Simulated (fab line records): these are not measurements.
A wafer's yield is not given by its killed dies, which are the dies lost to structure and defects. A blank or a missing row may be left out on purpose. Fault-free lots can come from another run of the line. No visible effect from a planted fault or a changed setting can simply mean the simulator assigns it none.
fab line records -- flow n5Finfet
record: lots: 10, wafers: 30, lastDay: 19
route steps=1938 shown BEOL_M4@1022
lots that met no fault: from a run of the same line without faults
startH: hours from the record's opening day to when the first of the lot's shown wafers began -- waitH: how many hours have passed since the lot's step before this one -- " same as the row above -- L1.1+2: a single row standing in for several wafers -- - value missing, or start not given -- * or withheld: withheld -- < > ~ a bound
route shown NAME@n: a module of which the file shows steps, and the number in the route of the first -- usual: average and standard deviation across the fault-free wafers -- same: alike in all rows -- chamber/n: place in a boat -- sites: each site's reading -- _std_site: standard deviation of those values -- _edge_site: the outer-site mean with the inner-site mean subtracted -- radiusMm: for every site, how far away it sits from the centre of the wafer -- mask NAME#n: copy n -- behind: the last tool/chamber to shape the wafer -- hold: why the lot went on hold/how many hours it stayed there/how the hold came to an end -- device: names the non-switching transistor (n, p or np) -- end of line: the same wafers' tests at the end of the route -- for a step that has no rows: nothing shown but its recipe -- killed: count of dies lost to structure and defects at first sort (not the wafer's yield) -- map: per-die view of a wafer (x killed, . not killed, _ where there is no die)
set.NAME: the setting that was run; set.NAME@STEP: the one run at that earlier step -- model.NAME: the simulator's own value behind a step, which no gauge read
a sample of lots followed through the steps of the route, with each step as a table and each wafer as a row
services: when a tool's chamber went out of use (startH, in hours from the record's first day, below 0 if earlier), for how many hours, and the reason
== steps ==
step: N5_BEOL_M4_THK_MEAS_01
recipe: reads: SiOC_of_BEOL_M4_ILD_DEP_00
usual: M4_ILD_THK: 79.0/1
lot.wafer,tool,chamber,startH,waitH,M4_ILD_THK[nm]
L401.2,filmMetro-01,-,147.95,0.1,77.9
L401.3,filmMetro-01,-,147.95,0.1,78.1
L401.4,filmMetro-01,-,147.95,0.1,80.0
L403.2,filmMetro-02,-,155.69,0.1,77.4
L403.3,filmMetro-02,-,155.69,0.1,78.4
L403.5,filmMetro-02,-,155.69,0.1,78.5
L404.4,filmMetro-02,-,171.89,0.0,78.5
L404.5,filmMetro-02,-,171.89,0.0,78.7
L404.6,filmMetro-02,-,171.89,0.0,79.5
L407.2,filmMetro-01,-,198.06,0.1,77.6
L407.3,filmMetro-01,-,198.06,0.1,78.1
L407.6,filmMetro-01,-,198.06,0.1,79.1
L416.3,filmMetro-01,-,250.68,0.1,79.2
L416.4,filmMetro-01,-,250.68,0.1,78.9
L416.5,filmMetro-01,-,250.68,0.1,79.0
L415.2,filmMetro-01,-,258.60,0.1,79.4
L415.3,filmMetro-01,-,258.60,0.1,79.4
L415.5,filmMetro-01,-,258.60,0.1,79.9
L417.2,filmMetro-01,-,261.88,0.1,79.2
L417.3,filmMetro-01,-,261.88,0.1,78.5
L417.4,filmMetro-01,-,261.88,0.1,80.0
L419.2,filmMetro-02,-,265.07,0.1,78.3
L419.5,filmMetro-02,-,265.07,0.1,79.4
L419.6,filmMetro-02,-,265.07,0.1,79.4
L420.1,filmMetro-01,-,271.83,0.0,78.8
L420.3,filmMetro-01,-,271.83,0.0,78.4
L420.6,filmMetro-01,-,271.83,0.0,80.2
L423.4,filmMetro-01,-,311.63,0.0,79.7
L423.5,filmMetro-01,-,311.63,0.0,79.8
L423.6,filmMetro-01,-,311.63,0.0,79.7
step: N5_BEOL_M4_STRIP_66
recipe: chemistry: CF4, resist: SiARC, powerW: 300, biasPowerW: 75, pressureMtorr: 50, cf4FlowSccm: 150, rfFrequencyHz: 6e+07
usual: drypumpMotorCurrentA: 5.5/0.36, oesProductAu: 0.78/0.076, rfVppV: 271.6/1.3, showerheadPlenumPTorr: 1.81/0.046, throttleValvePct: 13.57/0.19
lot.wafer,tool,chamber,startH,waitH,drypumpMotorCurrentA,oesProductAu,rfHoursCounterH,rfVppV,showerheadPlenumPTorr,throttleValvePct
L401.2,rieDiel-04,1,149.40,0.0,5.4,0.89,22,268.6,1.77,13.44
L401.3,rieDiel-04,2,149.40,0.0,5.4,0.86,56,271.2,1.82,13.50
L401.4,rieDiel-04,1,149.40,0.0,5.4,0.89,-,269.8,1.77,13.44
L403.2,rieDiel-02,3,157.31,0.0,5.1,0.74,167,273.2,1.85,13.57
L403.3,rieDiel-02,0,157.31,0.0,5.7,0.69,215,270.5,1.85,14.04
L403.5,rieDiel-02,2,157.31,0.0,5.5,0.73,-,270.6,1.78,13.52
L404.4,rieDiel-01,2,173.37,0.0,6.1,0.86,49,272.6,1.89,13.29
L404.5,rieDiel-01,0,173.37,0.0,5.3,0.85,-,271.3,1.89,13.32
L404.6,rieDiel-01,1,173.37,0.0,5.9,0.68,-,271.8,1.84,13.69
L407.2,rieDiel-02,2,200.03,0.0,5.5,0.72,189,271.5,1.78,13.56
L407.3,rieDiel-02,3,200.03,0.0,5.1,0.72,180,270.0,1.85,13.59
L407.6,rieDiel-02,0,200.03,0.0,5.6,0.68,-,273.6,1.84,14.05
L416.3,rieDiel-04,3,254.54,0.0,5.6,0.81,78,272.5,1.81,13.55
L416.4,rieDiel-04,0,254.54,0.0,5.7,0.69,245,271.6,1.77,13.90
L416.5,rieDiel-04,0,254.54,0.0,5.7,0.69,-,270.0,1.77,13.90
L415.2,rieDiel-04,1,261.62,0.0,5.4,0.84,57,271.2,1.76,13.50
L415.3,rieDiel-04,2,261.62,0.0,5.4,0.81,96,271.3,1.81,13.58
L415.5,rieDiel-04,3,261.62,0.0,5.6,0.81,-,271.4,1.81,13.56
L417.2,rieDiel-01,3,263.00,0.0,5.7,0.83,65,271.2,1.75,13.40
L417.3,rieDiel-01,1,263.00,0.0,5.9,0.67,245,272.7,1.83,13.76
L417.4,rieDiel-01,3,263.00,0.0,5.7,0.83,-,270.5,1.75,13.42
L419.2,rieDiel-04,3,268.13,0.0,5.6,0.80,83,270.3,1.81,13.56
L419.5,rieDiel-04,3,268.13,0.0,5.6,0.80,-,271.0,1.81,13.55
L419.6,rieDiel-04,1,268.13,0.0,5.4,0.84,-,269.9,1.76,13.51
L420.1,rieDiel-02,3,273.80,0.0,5.1,0.71,209,272.4,1.84,13.68
L420.3,rieDiel-02,2,273.80,0.0,5.5,0.70,213,272.3,1.77,13.61
L420.6,rieDiel-02,3,273.80,0.0,5.1,0.71,-,272.2,1.84,13.65
L423.4,rieDiel-02,2,315.18,0.0,5.5,0.69,224,270.3,1.77,13.63
L423.5,rieDiel-02,2,315.18,0.0,5.5,0.69,-,270.1,1.77,13.67
L423.6,rieDiel-02,1,315.18,0.0,4.7,0.77,-,273.2,1.79,13.84
step: N5_BEOL_M4_CD_MEAS_18
recipe: pitchNm: 36, targetCdNm: 18
usual: cdNm: 17.98/0.29
lot.wafer,tool,chamber,startH,waitH,cdNm
L401.2,cdSem-03,-,149.62,0.1,17.97
L401.3,cdSem-03,-,149.62,0.1,17.91
L401.4,cdSem-03,-,149.62,0.1,17.41
L403.2,cdSem-01,-,157.55,0.1,17.84
L403.3,cdSem-01,-,157.55,0.1,18.03
L403.5,cdSem-01,-,157.55,0.1,17.86
L404.4,cdSem-03,-,173.60,0.1,17.73
L404.5,cdSem-03,-,173.60,0.1,17.76
L404.6,cdSem-03,-,173.60,0.1,17.40
L407.2,cdSem-03,-,200.25,0.1,17.79
L407.3,cdSem-03,-,200.25,0.1,17.71
L407.6,cdSem-03,-,200.25,0.1,17.98
L416.3,cdSem-03,-,254.82,0.1,18.06
L416.4,cdSem-03,-,254.82,0.1,18.15
L416.5,cdSem-03,-,254.82,0.1,18.40
L415.2,cdSem-03,-,261.84,0.1,18.22
L415.3,cdSem-03,-,261.84,0.1,18.01
L415.5,cdSem-03,-,261.84,0.1,18.12
L417.2,cdSem-01,-,263.22,0.1,18.47
L417.3,cdSem-01,-,263.22,0.1,18.92
L417.4,cdSem-01,-,263.22,0.1,18.53
L419.2,cdSem-03,-,268.39,0.1,18.03
L419.5,cdSem-03,-,268.39,0.1,18.08
L419.6,cdSem-03,-,268.39,0.1,17.92
L420.1,cdSem-02,-,274.02,0.0,18.47
L420.3,cdSem-02,-,274.02,0.0,18.00
L420.6,cdSem-02,-,274.02,0.0,18.01
L423.4,cdSem-02,-,315.42,0.1,17.98
L423.5,cdSem-02,-,315.42,0.1,18.03
L423.6,cdSem-02,-,315.42,0.1,18.26
step: N5_BEOL_M4_COAT_67
recipe: resist: SOC, tempC: 250, timeS: 60, spinRpm: 1500, resistThkNm: 60
usual: spinSpeedRpm: 1499.9/1
lot.wafer,tool,chamber,startH,waitH,spinSpeedRpm
L401.2,lithoTrack-04,0,149.66,0.0,1498.8
L401.3,lithoTrack-04,0,149.66,0.0,1499.3
L401.4,lithoTrack-04,0,149.66,0.0,1499.9
L403.2,lithoTrack-01,0,157.59,0.0,1500.6
L403.3,lithoTrack-01,0,157.59,0.0,1500.8
L403.5,lithoTrack-01,0,157.59,0.0,1498.6
L404.4,lithoTrack-04,0,173.63,0.0,1612.9
L404.5,lithoTrack-04,0,173.63,0.0,1615.2
L404.6,lithoTrack-04,0,173.63,0.0,1613.3
L407.2,lithoTrack-04,0,200.28,0.0,1613.6
L407.3,lithoTrack-04,0,200.28,0.0,1614.3
L407.6,lithoTrack-04,0,200.28,0.0,1615.1
L416.3,lithoTrack-01,0,254.86,0.0,1500.8
L416.4,lithoTrack-01,0,254.86,0.0,1498.2
L416.5,lithoTrack-01,0,254.86,0.0,1498.2
L415.2,lithoTrack-03,0,261.88,0.0,1499.0
L415.3,lithoTrack-03,0,261.88,0.0,1497.7
L415.5,lithoTrack-03,0,261.88,0.0,1499.7
L417.2,lithoTrack-04,0,263.25,0.0,1499.9
L417.3,lithoTrack-04,0,263.25,0.0,1499.2
L417.4,lithoTrack-04,0,263.25,0.0,1499.2
L419.2,lithoTrack-04,0,268.42,0.0,1500.5
L419.5,lithoTrack-04,0,268.42,0.0,1499.3
L419.6,lithoTrack-04,0,268.42,0.0,1499.5
L420.1,lithoTrack-04,0,274.06,0.0,1501.3
L420.3,lithoTrack-04,0,274.06,0.0,1499.0
L420.6,lithoTrack-04,0,274.06,0.0,1498.7
L423.4,lithoTrack-03,0,315.46,0.0,1500.4
L423.5,lithoTrack-03,0,315.46,0.0,1500.9
L423.6,lithoTrack-03,0,315.46,0.0,1502.6
step: N5_BEOL_M4_RC_MEAS_101
usual: DIBL_N: 36.2/1.2, DIBL_P: 36.3/1.3, IOFF_N: 0.155/0.019, IOFF_P: 0.210/0.029, ION_N: 677/8.6, ION_P: 465/6.8, SS_N: 71.4/0.48, SS_P: 73.2/0.53, VT_N: 249.9/2.4, VT_P: -250/3.2
lot.wafer,tool,chamber,startH,waitH,DIBL_N[mV/V],DIBL_P[mV/V],IOFF_N[nA/um],IOFF_P[nA/um],ION_N[uA/um],ION_P[uA/um],SS_N[mV/dec],SS_P[mV/dec],VT_N[mV],VT_P[mV]
L401.2,prober-02,0,158.43,0.2,36.5,36.8,0.157,0.199,672,464,71.7,72.9,250.5,-252
L401.3,prober-02,0,158.43,0.2,36.3,36.4,0.153,0.198,673,459,71.1,73.6,251.6,-250
L401.4,prober-02,0,158.43,0.2,37.5,37.9,0.178,0.220,685,469,71.9,72.6,249.3,-250
L403.2,prober-02,0,164.57,0.2,35.9,36.3,0.161,0.233,680,471,71.5,73.6,247.7,-247
L403.3,prober-02,0,164.57,0.2,35.5,36.4,0.155,0.227,690,476,70.4,72.9,246.8,-247
L403.5,prober-02,0,164.57,0.2,35.7,36.2,0.155,0.229,681,472,70.8,73.7,246.7,-248
L404.4,prober-01,0,188.14,0.5,34.5,35.1,0.138,0.196,682,470,70.4,73.4,250.0,-249
L404.5,prober-01,0,188.14,0.5,34.6,34.9,0.140,0.194,670,465,70.7,72.7,251.1,-251
L404.6,prober-01,0,188.14,0.5,34.0,34.1,0.121,0.177,664,456,70.3,72.9,253.0,-254
L407.2,prober-02,0,216.28,0.2,35.7,36.7,0.176,0.239,682,470,71.8,72.9,251.2,-250
L407.3,prober-02,0,216.28,0.2,34.8,35.9,0.147,0.219,680,474,70.9,74.0,250.3,-252
L407.6,prober-02,0,216.28,0.2,33.7,34.1,0.128,0.190,681,467,70.7,73.0,250.1,-250
L416.3,prober-01,0,265.65,0.3,37.0,37.8,0.187,0.269,680,469,71.5,74.1,245.6,-244
L416.4,prober-01,0,265.65,0.3,36.3,37.1,0.175,0.266,696,479,71.9,73.7,247.8,-247
L416.5,prober-01,0,265.65,0.3,36.7,37.1,0.172,0.257,686,478,71.8,73.1,245.8,-246
L415.2,prober-02,0,273.99,0.2,35.4,37.3,0.158,0.225,674,462,71.5,74.0,251.2,-249
L415.3,prober-02,0,273.99,0.2,34.9,36.4,0.147,0.215,675,469,71.8,73.4,249.0,-249
L415.5,prober-02,0,273.99,0.2,35.6,37.5,0.172,0.238,680,472,70.5,73.7,248.5,-246
L417.2,prober-01,0,280.87,0.2,34.9,35.2,0.129,0.162,666,449,71.6,72.5,256.9,-258
L417.3,prober-01,0,280.87,0.2,35.5,36.2,0.147,0.182,669,455,71.6,73.1,251.4,-253
L417.4,prober-01,0,280.87,0.2,35.7,36.4,0.152,0.187,672,453,72.4,73.1,251.7,-254
L419.2,prober-02,0,282.73,0.2,36.5,37.6,0.155,0.216,672,464,70.9,73.4,250.2,-248
L419.5,prober-02,0,282.73,0.2,35.7,36.6,0.142,0.194,676,464,71.5,73.3,251.9,-251
L419.6,prober-02,0,282.73,0.2,36.0,37.3,0.145,0.219,676,463,71.8,73.5,251.1,-248
L420.1,prober-02,0,284.92,0.0,35.8,36.8,0.170,0.225,678,472,71.5,73.3,245.8,-248
L420.3,prober-02,0,284.92,0.0,35.6,36.4,0.158,0.217,681,469,71.2,73.2,249.6,-248
L420.6,prober-02,0,284.92,0.0,34.0,34.9,0.139,0.197,679,467,70.5,73.4,247.4,-249
L423.4,prober-02,0,329.51,0.5,36.7,36.1,0.170,0.206,676,466,71.5,73.0,247.0,-251
L423.5,prober-02,0,329.51,0.5,36.6,35.9,0.166,0.199,676,461,70.6,73.5,250.3,-252
L423.6,prober-02,0,329.51,0.5,37.7,38.0,0.184,0.240,690,471,72.1,73.9,245.6,-249
== services ==
tool,chamber,startH,hours,kind
rieDiel-01,1,136.85,10.3,repair
rieDiel-02,1,137.28,9.5,repair
rieDiel-04,3,144.66,14.2,repair
rieDiel-02,-,159.50,1.4,repair
rieDiel-01,0,183.85,7.7,repair
rieDiel-02,3,195.74,3.8,repair
rieDiel-04,1,207.48,14.3,repair
rieDiel-04,-,209.64,0.6,repair
rieDiel-04,0,217.81,6.3,repair
rieDiel-02,2,227.15,4.2,repair
rieDiel-01,-,238.63,15.6,pm
rieDiel-02,2,252.28,2.4,repair
rieDiel-02,0,259.23,-,clean
rieDiel-02,0,259.23,-,consumableReplace:focusRing
rieDiel-02,0,259.23,17.7,scheduledDown
rieDiel-02,0,259.23,17.7,ventCycle
rieDiel-01,0,259.64,4.1,repair
rieDiel-02,-,260.12,2.8,pm
rieDiel-04,0,267.31,-,clean
rieDiel-04,0,267.31,-,consumableReplace:focusRing
rieDiel-04,0,267.31,12.7,scheduledDown
rieDiel-04,0,267.31,12.7,ventCycle
rieDiel-04,-,297.70,2.8,pm
rieDiel-01,-,310.45,2.8,pm
== key ==
firstSign: step: N5_BEOL_M4_COAT_67, reading: spinSpeedRpm, direction: up, sigmas: 99+, usual: *, struck: *
effect none on later readings
metAt N5_BEOL_M4_COAT_67
struckLots L404,L407
notActingAt N5_BEOL_M4_THK_MEAS_01,N5_BEOL_M4_STRIP_66,N5_BEOL_M4_CD_MEAS_18
onsetBetween 149.66 173.63
fault: kind: processParameterDrift, tool: lithoTrack-04, chamber: -, onsetH: 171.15, steps: N5_BEOL_M4_COAT_67, channel: spinRpm, offset: *, shape: step, endH: 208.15, actsIn: *, stated: *
